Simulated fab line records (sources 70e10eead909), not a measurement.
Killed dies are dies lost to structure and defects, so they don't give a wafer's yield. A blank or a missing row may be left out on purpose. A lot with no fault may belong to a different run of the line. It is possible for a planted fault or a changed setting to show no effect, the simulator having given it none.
fab line records	flow nandHarc
record: lots: 24	wafers: 72	lastDay: 33
route steps=1302 shown P_M0@275 P_M1@311 P_M2@334
lots that met no fault: from a run of the same line without faults
startH: start of the lot's first displayed wafer, in hours after the record's first day	waitH: how many hours have passed since the lot's step before this one	" the same as in the row above	L1.1+2: one row covering several wafers at once	- no value, or no start given	* or withheld: withheld	< > ~ a bound
route shown NAME@n: NAME is a module with steps in the file, n the number in the route of the first one	usual: mean and standard deviation over wafers with no fault	same: alike in all rows	chamber/n: place in a boat	sites: readings site by site	_std_site: how widely they spread, as a standard deviation	_edge_site: mean of outer sites minus mean of inner sites	radiusMm: how far each site lies from the wafer's centre	mask NAME#n: copy n	behind: the most recent tool/chamber to have shaped the wafer	hold: the reason the lot was held/the length of the hold in hours/how it ended	device: whichever transistor did not switch (one of n, p or np)	end of line: the same wafers' tests at the end of the route	step lacking rows: just its recipe	killed: the dies lost at the first sort to structure and to defects; this is not the yield of the wafer	map: a wafer's dies, x killed, . not, _ none there
set.NAME: setting as actually run; set.NAME@STEP: the setting as run at that earlier step	model.NAME: the simulator's own value behind a step, which no gauge read
one table for each step of the route and one row for each wafer, over a sample of lots
services: from which hour (startH, from the record's first day; less than 0 if before it) a tool's chamber was out of use, for how many hours, and why
== steps ==
step: NHARC_P_M0_PVD_21
recipe: targetThkA: 300	chamberPressurePa: 5	powerW: 5000	substrateTempC: 30	timeS: 20.49	material: Cu
usual: throttleValvePct: 29.5/0.73
lot.wafer	tool	chamber	startH	waitH	throttleValvePct
L074.1	pvdSputter-03	-	-	-	29.6
L074.4	"	-	"	"	30.8
L074.2	"	-	"	"	28.9
L075.3	pvdSputter-01	-	-	-	29.0
L075.1	"	-	"	"	29.9
L075.6	"	-	"	"	29.0
L076.4	pvdSputter-01	-	-	-	28.4
L076.1	"	-	"	"	29.8
L076.5	"	-	"	"	28.6
L077.4	pvdSputter-01	-	-	-	28.8
L077.6	"	-	"	"	29.6
L077.5	"	-	"	"	28.6
L078.2	pvdSputter-01	-	-	-	28.8
L078.1	"	-	"	"	29.8
L078.6	"	-	"	"	28.7
L079.4	pvdSputter-01	-	-	-	28.9
L079.1	"	-	"	"	29.7
L079.6	"	-	"	"	29.1
L080.2	pvdSputter-01	-	-	-	28.9
L080.3	"	-	"	"	29.0
L080.5	"	-	"	"	28.9
L081.2	pvdSputter-02	-	-	-	28.5
L081.4	"	-	"	"	28.6
L081.3	"	-	"	"	30.7
L082.4	pvdSputter-03	-	-	-	29.4
L082.3	"	-	"	"	29.9
L082.5	"	-	"	"	29.5
L083.3	pvdSputter-03	-	-	-	29.7
L083.4	"	-	"	"	29.9
L083.6	"	-	"	"	29.3
L084.1	pvdSputter-02	-	-	-	30.1
L084.5	"	-	"	"	28.8
L084.6	"	-	"	"	30.0
L085.1	pvdSputter-03	-	-	-	29.1
L085.4	"	-	"	"	29.8
L085.3	"	-	"	"	29.8
L086.2	pvdSputter-02	-	-	-	30.6
L086.5	"	-	"	"	29.1
L086.6	"	-	"	"	29.9
L087.1	pvdSputter-03	-	-	-	29.8
L087.2	"	-	"	"	30.0
L087.6	"	-	"	"	29.6
L089.2	pvdSputter-03	-	-	-	30.6
L089.1	"	-	"	"	29.6
L089.6	"	-	"	"	29.4
L088.4	pvdSputter-02	-	-	-	30.7
L088.1	"	-	"	"	30.2
L088.5	"	-	"	"	28.5
L090.1	pvdSputter-03	-	-	-	29.4
L090.4	"	-	"	"	30.9
L090.6	"	-	"	"	29.8
L091.4	pvdSputter-01	-	-	-	29.4
L091.1	"	-	"	"	29.7
L091.2	"	-	"	"	30.0
L092.2	pvdSputter-02	-	-	-	28.8
L092.4	"	-	"	"	31.0
L092.6	"	-	"	"	28.8
L093.1	pvdSputter-03	-	-	-	30.2
L093.2	"	-	"	"	30.8
L093.5	"	-	"	"	29.5
L094.4	pvdSputter-01	-	-	-	30.0
L094.1	"	-	"	"	29.6
L094.5	"	-	"	"	30.0
L095.4	pvdSputter-03	-	-	-	29.6
L095.2	"	-	"	"	31.2
L095.5	"	-	"	"	29.4
L096.4	pvdSputter-01	-	-	-	30.0
L096.2	"	-	"	"	29.9
L096.6	"	-	"	"	29.8
L097.2	pvdSputter-01	-	-	-	29.9
L097.4	"	-	"	"	30.3
L097.6	"	-	"	"	29.5
step: NHARC_P_M0_ANNEAL_30
recipe: tempC: 225	timeS: 90
usual: wafer_temp_C_max: 226.0/0.31
lot.wafer	tool	chamber	startH	waitH	wafer_temp_C_max
L074.1	rtpAnneal-01	0	122.38	-	226.0
L074.2	"	0	"	"	225.9
L074.4	"	0	"	"	225.6
L075.1	rtpAnneal-01	0	133.18	-	225.9
L075.3	"	0	"	"	226.0
L075.6	"	0	"	"	226.1
L076.1	rtpAnneal-01	0	147.27	-	225.8
L076.4	"	0	"	"	226.1
L076.5	"	0	"	"	225.8
L077.4	rtpAnneal-01	0	157.47	0.3	226.0
L077.5	"	0	"	"	225.9
L077.6	"	0	"	"	225.8
L078.1	rtpAnneal-02	0	167.54	-	225.8
L078.2	"	0	"	"	226.0
L078.6	"	0	"	"	226.2
L079.1	rtpAnneal-02	0	173.16	-	225.9
L079.4	"	0	"	"	225.9
L079.6	"	0	"	"	226.0
L080.2	rtpAnneal-02	0	179.15	0.3	226.1
L080.3	"	0	"	"	226.3
L080.5	"	0	"	"	225.9
L081.2	rtpAnneal-02	0	192.88	0.4	226.4
L081.3	"	0	"	"	226.7
L081.4	"	0	"	"	226.3
L082.3	rtpAnneal-01	0	207.80	0.3	225.9
L082.4	"	0	"	"	225.4
L082.5	"	0	"	"	225.6
L083.3	rtpAnneal-02	0	214.05	0.3	226.0
L083.4	"	0	"	"	226.1
L083.6	"	0	"	"	226.5
L084.1	rtpAnneal-02	0	229.69	0.4	226.1
L084.5	"	0	"	"	226.2
L084.6	"	0	"	"	226.1
L085.1	rtpAnneal-01	0	231.02	-	226.0
L085.3	"	0	"	"	226.3
L085.4	"	0	"	"	226.0
L086.2	rtpAnneal-01	0	240.49	-	225.7
L086.5	"	0	"	"	225.7
L086.6	"	0	"	"	225.7
L087.1	rtpAnneal-01	0	254.97	-	226.1
L087.2	"	0	"	"	225.5
L087.6	"	0	"	"	226.1
L089.1	rtpAnneal-02	0	270.96	0.3	226.7
L089.2	"	0	"	"	225.7
L089.6	"	0	"	"	226.3
L088.1	rtpAnneal-02	0	271.54	-	226.2
L088.4	"	0	"	"	225.9
L088.5	"	0	"	"	226.9
L090.1	rtpAnneal-01	0	280.61	-	225.9
L090.4	"	0	"	"	225.7
L090.6	"	0	"	"	225.6
L091.1	rtpAnneal-01	0	291.80	0.3	226.1
L091.2	"	0	"	"	225.6
L091.4	"	0	"	"	226.0
L092.2	rtpAnneal-01	0	300.58	0.3	225.7
L092.4	"	0	"	"	225.9
L092.6	"	0	"	"	225.7
L093.1	rtpAnneal-01	0	317.32	0.3	226.3
L093.2	"	0	"	"	225.9
L093.5	"	0	"	"	225.5
L094.1	rtpAnneal-02	0	322.46	-	226.1
L094.4	"	0	"	"	226.3
L094.5	"	0	"	"	226.4
L095.2	rtpAnneal-01	0	333.78	0.4	225.5
L095.4	"	0	"	"	226.0
L095.5	"	0	"	"	226.0
L096.2	rtpAnneal-01	0	346.34	0.3	225.6
L096.4	"	0	"	"	226.1
L096.6	"	0	"	"	226.1
L097.2	rtpAnneal-01	0	353.92	-	226.0
L097.4	"	0	"	"	225.9
L097.6	"	0	"	"	226.0
step: NHARC_P_M1_CMP_23
recipe: tOverpolishS: 20	targetThkNm: 157.82
usual: motorCurrentA: 11.9/1.3	timeToEndpointS: 29.0/2
lot.wafer	tool	chamber	startH	waitH	motorCurrentA	timeToEndpointS
L074.1	cmp-04	1	126.88	-	11.8	28.3
L074.2	"	3	"	"	10.0	29.3
L074.4	"	0	"	"	11.7	31.2
L075.1	cmp-01	0	137.66	-	12.2	27.7
L075.3	"	2	"	"	10.6	25.9
L075.6	"	1	"	"	13.6	26.7
L076.1	cmp-04	3	151.66	-	9.9	28.4
L076.4	"	1	"	"	12.1	26.5
L076.5	"	0	"	"	12.4	29.0
L077.4	cmp-01	1	161.88	-	12.4	28.7
L077.5	"	3	"	"	10.6	26.6
L077.6	"	0	"	"	12.4	28.8
L078.1	cmp-04	0	172.05	-	11.8	29.3
L078.2	"	2	"	"	9.5	30.0
L078.6	"	0	"	"	12.2	31.1
L079.1	cmp-04	1	177.74	-	12.3	31.6
L079.4	"	3	"	"	10.2	33.7
L079.6	"	1	"	"	11.7	29.3
L080.2	cmp-02	2	183.73	-	13.9	27.7
L080.3	"	3	"	"	10.6	29.1
L080.5	"	3	"	"	11.2	30.2
L081.4	cmp-01	1	197.37	-	12.9	27.1
L081.3	"	2	"	"	10.9	26.4
L081.2	"	0	"	"	12.8	27.8
L082.4	cmp-01	3	212.48	-	10.9	27.7
L082.3	"	0	"	"	12.4	28.1
L082.5	"	2	"	"	11.2	30.4
L083.3	cmp-02	0	218.47	-	13.7	30.4
L083.4	"	2	"	"	13.8	28.1
L083.6	"	0	"	"	13.4	29.8
L084.1	cmp-04	3	234.34	-	10.0	30.4
L084.6	"	1	"	"	11.4	30.0
L084.5	"	2	"	"	9.8	31.2
L085.4	cmp-01	1	235.41	-	13.5	30.2
L085.3	"	3	"	"	10.7	32.8
L085.1	"	0	"	"	11.8	31.1
L086.2	cmp-01	1	244.85	-	13.5	31.3
L086.6	"	0	"	"	12.3	30.9
L086.5	"	1	"	"	13.1	30.6
L087.2	cmp-02	3	259.31	-	11.5	32.1
L087.1	"	1	"	"	13.6	30.2
L087.6	"	3	"	"	11.9	30.7
L089.2	cmp-02	2	275.31	-	13.4	26.2
L089.1	"	0	"	"	13.6	26.4
L089.6	"	3	"	"	11.6	28.4
L088.1	cmp-02	0	276.02	-	13.7	31.6
L088.4	"	1	"	"	13.2	31.0
L088.5	"	0	"	"	13.6	33.0
L090.4	cmp-04	2	285.41	-	9.5	28.6
L090.1	"	3	"	"	10.1	27.1
L090.6	"	2	"	"	9.8	27.7
L091.1	cmp-02	0	296.20	-	13.4	30.5
L091.2	"	1	"	"	13.0	30.1
L091.4	"	2	"	"	13.1	32.5
L092.4	cmp-04	0	305.07	-	12.0	28.3
L092.2	"	2	"	"	9.2	23.4
L092.6	"	3	"	"	10.3	23.3
L093.2	cmp-02	0	321.86	-	13.7	26.7
L093.1	"	2	"	"	13.6	29.5
L093.5	"	0	"	"	13.1	31.1
L094.1	cmp-04	3	327.64	-	10.4	29.6
L094.4	"	1	"	"	12.3	28.9
L094.5	"	2	"	"	10.1	29.2
L095.4	cmp-01	3	338.68	-	10.3	28.3
L095.2	"	1	"	"	13.4	31.1
L095.5	"	3	"	"	10.9	27.3
L096.4	cmp-01	2	350.95	-	10.8	29.4
L096.2	"	3	"	"	10.6	28.4
L096.6	"	1	"	"	13.4	27.5
L097.4	cmp-04	3	358.40	-	10.3	28.2
L097.2	"	0	"	"	11.8	27.1
L097.6	"	0	"	"	12.6	29.2
step: NHARC_P_M2_CD_MEAS_16
usual: cdNm: 170.0/0.64
lot.wafer	tool	chamber	startH	waitH	cdNm
L074.1	cdSem-01	-	129.24	-	170.6
L074.2	"	-	"	"	170.4
L074.4	"	-	"	"	170.3
L075.1	cdSem-03	-	140.02	-	169.6
L075.3	"	-	"	"	170.9
L075.6	"	-	"	"	170.6
L076.1	cdSem-02	-	154.02	-	170.3
L076.4	"	-	"	"	170.0
L076.5	"	-	"	"	171.0
L077.4	cdSem-01	-	164.18	-	170.6
L077.5	"	-	"	"	169.5
L077.6	"	-	"	"	169.4
L078.1	cdSem-01	-	174.41	-	169.6
L078.2	"	-	"	"	170.3
L078.6	"	-	"	"	169.7
L079.1	cdSem-03	-	180.07	-	169.4
L079.4	"	-	"	"	169.7
L079.6	"	-	"	"	169.2
L080.2	cdSem-03	-	186.08	-	170.7
L080.3	"	-	"	"	170.1
L080.5	"	-	"	"	169.4
L081.2	cdSem-01	-	199.74	-	169.4
L081.3	"	-	"	"	170.0
L081.4	"	-	"	"	169.3
L082.3	cdSem-01	-	214.76	-	169.0
L082.4	"	-	"	"	170.4
L082.5	"	-	"	"	169.8
L083.3	cdSem-02	-	220.71	-	171.4
L083.4	"	-	"	"	170.7
L083.6	"	-	"	"	170.5
L084.1	cdSem-01	-	236.59	-	171.4
L084.5	"	-	"	"	170.3
L084.6	"	-	"	"	169.8
L085.1	cdSem-01	-	237.75	-	170.6
L085.3	"	-	"	"	169.1
L085.4	"	-	"	"	168.5
L086.2	cdSem-01	-	247.53	-	169.8
L086.5	"	-	"	"	169.0
L086.6	"	-	"	"	170.3
L087.1	cdSem-03	-	261.52	-	170.4
L087.2	"	-	"	"	170.4
L087.6	"	-	"	"	170.2
L089.1	cdSem-01	-	277.67	-	171.4
L089.2	"	-	"	"	170.0
L089.6	"	-	"	"	171.0
L088.1	cdSem-03	-	278.37	-	169.2
L088.4	"	-	"	"	170.3
L088.5	"	-	"	"	170.0
L090.1	cdSem-01	-	287.82	-	170.0
L090.4	"	-	"	"	170.0
L090.6	"	-	"	"	171.1
L091.1	cdSem-01	-	298.43	-	169.7
L091.2	"	-	"	"	170.2
L091.4	"	-	"	"	169.5
L092.2	cdSem-01	-	307.40	-	170.5
L092.4	"	-	"	"	170.5
L092.6	"	-	"	"	170.4
L093.1	cdSem-01	-	324.04	-	169.9
L093.2	"	-	"	"	169.6
L093.5	"	-	"	"	169.7
L094.1	cdSem-01	-	329.96	-	170.9
L094.4	"	-	"	"	170.4
L094.5	"	-	"	"	170.6
L095.2	cdSem-03	-	341.04	-	168.3
L095.4	"	-	"	"	169.4
L095.5	"	-	"	"	168.9
L096.2	cdSem-03	-	353.24	-	170.3
L096.4	"	-	"	"	169.9
L096.6	"	-	"	"	169.6
L097.2	cdSem-02	-	360.63	-	170.6
L097.4	"	-	"	"	169.7
L097.6	"	-	"	"	169.4
step: NHARC_P_M2_DEGAS_29
recipe: tempC: 250	timeS: 60
usual: heaterPowerW: 340/35	susceptorTempC: 249.98/0.19
lot.wafer	tool	chamber	startH	waitH	heaterPowerW	susceptorTempC
L074.1	pvdSputter-01	-	129.96	-	369	249.77
L074.2	"	-	"	"	408	250.06
L074.4	"	-	"	"	304	249.96
L075.1	pvdSputter-01	-	140.73	-	372	-
L075.3	"	-	"	"	403	-
L075.6	"	-	"	"	406	-
L076.1	pvdSputter-03	-	154.73	-	364	249.71
L076.4	"	-	"	"	323	250.28
L076.5	"	-	"	"	331	249.86
L077.4	pvdSputter-01	-	164.96	-	298	249.87
L077.5	"	-	"	"	372	249.89
L077.6	"	-	"	"	405	250.14
L078.1	pvdSputter-01	-	175.13	-	375	249.65
L078.2	"	-	"	"	404	249.91
L078.6	"	-	"	"	363	250.31
L079.4	pvdSputter-03	-	180.79	-	318	249.86
L079.1	"	-	"	"	327	249.92
L079.6	"	-	"	"	373	249.95
L080.2	pvdSputter-03	-	186.79	-	313	249.90
L080.3	"	-	"	"	317	250.13
L080.5	"	-	"	"	305	249.83
L081.4	pvdSputter-02	-	200.45	-	393	249.96
L081.2	"	-	"	"	351	249.85
L081.3	"	-	"	"	330	249.79
L082.4	pvdSputter-03	-	215.53	-	315	250.18
L082.3	"	-	"	"	326	249.87
L082.5	"	-	"	"	312	249.64
L083.4	pvdSputter-01	-	221.90	-	302	-
L083.3	"	-	"	"	404	-
L083.6	"	-	"	"	313	-
L084.1	pvdSputter-03	-	237.30	-	379	249.96
L084.5	"	-	"	"	372	249.66
L084.6	"	-	"	"	317	249.99
L085.4	pvdSputter-03	-	238.47	-	375	249.98
L085.3	"	-	"	"	319	249.66
L085.1	"	-	"	"	323	249.96
L086.2	pvdSputter-02	-	248.26	-	278	249.79
L086.6	"	-	"	"	352	250.25
L086.5	"	-	"	"	321	250.21
L087.2	pvdSputter-02	-	262.24	-	323	-
L087.1	"	-	"	"	276	-
L087.6	"	-	"	"	351	-
L089.2	pvdSputter-03	-	278.40	-	323	250.00
L089.1	"	-	"	"	319	250.07
L089.6	"	-	"	"	316	249.93
L088.4	pvdSputter-02	-	279.08	-	355	-
L088.1	"	-	"	"	270	-
L088.5	"	-	"	"	321	-
L090.1	pvdSputter-03	-	288.54	-	374	249.93
L090.4	"	-	"	"	319	249.94
L090.6	"	-	"	"	376	249.80
L091.2	pvdSputter-03	-	299.15	-	388	249.97
L091.4	"	-	"	"	312	250.51
L091.1	"	-	"	"	315	250.23
L092.4	pvdSputter-03	-	308.11	-	385	-
L092.2	"	-	"	"	317	-
L092.6	"	-	"	"	312	-
L093.1	pvdSputter-03	-	324.76	-	330	250.08
L093.2	"	-	"	"	315	250.08
L093.5	"	-	"	"	311	250.17
L094.1	pvdSputter-03	-	330.75	-	310	249.72
L094.4	"	-	"	"	380	249.86
L094.5	"	-	"	"	316	249.74
L095.4	pvdSputter-03	-	341.74	-	310	249.97
L095.2	"	-	"	"	318	249.88
L095.5	"	-	"	"	317	250.16
L096.4	pvdSputter-02	-	353.96	-	391	249.79
L096.2	"	-	"	"	303	249.89
L096.6	"	-	"	"	380	249.93
L097.2	pvdSputter-02	-	361.34	-	376	250.16
L097.4	"	-	"	"	339	250.00
L097.6	"	-	"	"	368	250.15
step: NHARC_P_M2_PRE_CLEAN_30
recipe: timeS: 30	tempC: 280	gas: H2/He
usual: heaterPowerW: 418/45	susceptorTempC: 280.00/0.19
lot.wafer	tool	chamber	startH	waitH	heaterPowerW	susceptorTempC
L074.4	pvdSputter-01	-	-	-	370	280.18
L074.2	"	-	"	"	372	280.13
L074.1	"	-	"	"	459	279.93
L075.1	pvdSputter-01	-	-	-	391	279.98
L075.3	"	-	"	"	358	280.13
L075.6	"	-	"	"	454	279.78
L076.4	pvdSputter-03	-	-	-	398	280.00
L076.1	"	-	"	"	388	280.03
L076.5	"	-	"	"	402	280.03
L077.4	pvdSputter-01	-	-	-	378	280.05
L077.5	"	-	"	"	458	279.84
L077.6	"	-	"	"	502	279.99
L078.2	pvdSputter-01	-	-	-	509	279.76
L078.1	"	-	"	"	375	280.03
L078.6	"	-	"	"	379	280.08
L079.4	pvdSputter-03	-	-	-	389	280.16
L079.1	"	-	"	"	457	280.07
L079.6	"	-	"	"	461	279.84
L080.2	pvdSputter-03	-	-	-	397	279.85
L080.3	"	-	"	"	465	280.32
L080.5	"	-	"	"	397	280.09
L081.3	pvdSputter-02	-	-	-	485	280.04
L081.4	"	-	"	"	437	279.87
L081.2	"	-	"	"	402	280.26
L082.3	pvdSputter-03	-	-	-	393	279.84
L082.4	"	-	"	"	391	279.78
L082.5	"	-	"	"	390	279.99
L083.4	pvdSputter-01	-	-	-	368	-
L083.3	"	-	"	"	374	-
L083.6	"	-	"	"	366	-
L084.1	pvdSputter-03	-	-	-	396	280.05
L084.6	"	-	"	"	465	279.85
L084.5	"	-	"	"	384	280.19
L085.4	pvdSputter-03	-	-	-	475	280.22
L085.1	"	-	"	"	392	279.77
L085.3	"	-	"	"	380	279.72
L086.2	pvdSputter-02	-	-	-	397	280.01
L086.5	"	-	"	"	409	280.05
L086.6	"	-	"	"	342	279.92
L087.1	pvdSputter-02	-	-	-	401	279.88
L087.2	"	-	"	"	338	280.17
L087.6	"	-	"	"	500	279.77
L089.1	pvdSputter-03	-	-	-	393	280.08
L089.2	"	-	"	"	467	279.98
L089.6	"	-	"	"	393	280.02
L088.4	pvdSputter-02	-	-	-	433	-
L088.1	"	-	"	"	404	-
L088.5	"	-	"	"	489	-
L090.1	pvdSputter-03	-	-	-	481	279.82
L090.4	"	-	"	"	394	280.08
L090.6	"	-	"	"	466	279.43
L091.2	pvdSputter-03	-	-	-	470	279.63
L091.1	"	-	"	"	384	279.99
L091.4	"	-	"	"	388	279.88
L092.2	pvdSputter-03	-	-	-	463	279.98
L092.4	"	-	"	"	393	280.12
L092.6	"	-	"	"	461	280.07
L093.2	pvdSputter-03	-	-	-	386	-
L093.1	"	-	"	"	465	-
L093.5	"	-	"	"	389	-
L094.4	pvdSputter-03	-	-	-	463	280.10
L094.1	"	-	"	"	386	279.74
L094.5	"	-	"	"	392	280.16
L095.4	pvdSputter-03	-	-	-	390	279.82
L095.2	"	-	"	"	465	280.11
L095.5	"	-	"	"	400	280.22
L096.4	pvdSputter-02	-	-	-	466	280.03
L096.2	"	-	"	"	424	279.71
L096.6	"	-	"	"	485	280.12
L097.4	pvdSputter-02	-	-	-	480	280.07
L097.2	"	-	"	"	369	280.17
L097.6	"	-	"	"	450	279.85
== services ==
tool	chamber	startH	hours	kind
pvdSputter-02	-	104.00	10.0	pm
cmp-04	-	112.15	4.0	pm
pvdSputter-01	-	116.01	3.7	repair
cmp-01	-	135.11	0.5	repair
cmp-01	-	148.33	0.2	repair
pvdSputter-03	-	162.77	5.9	repair
pvdSputter-03	-	170.00	10.0	pm
cmp-01	-	188.52	4.0	pm
cmp-04	-	192.07	1.0	repair
cmp-04	-	210.15	4.0	pm
pvdSputter-03	-	210.82	1.1	repair
cmp-01	-	217.14	7.6	repair
cmp-01	-	225.95	1.0	repair
pvdSputter-01	-	226.00	10.0	pm
pvdSputter-03	-	252.93	0.6	repair
pvdSputter-02	-	282.00	10.0	pm
pvdSputter-03	-	290.96	5.5	repair
cmp-04	-	296.39	2.0	repair
cmp-04	-	299.64	0.2	repair
pvdSputter-02	-	303.07	4.6	repair
cmp-04	-	308.15	4.0	pm
pvdSputter-02	-	324.53	2.1	repair
pvdSputter-02	-	338.00	10.5	repair
pvdSputter-03	-	348.00	10.0	pm
== key ==
fault none
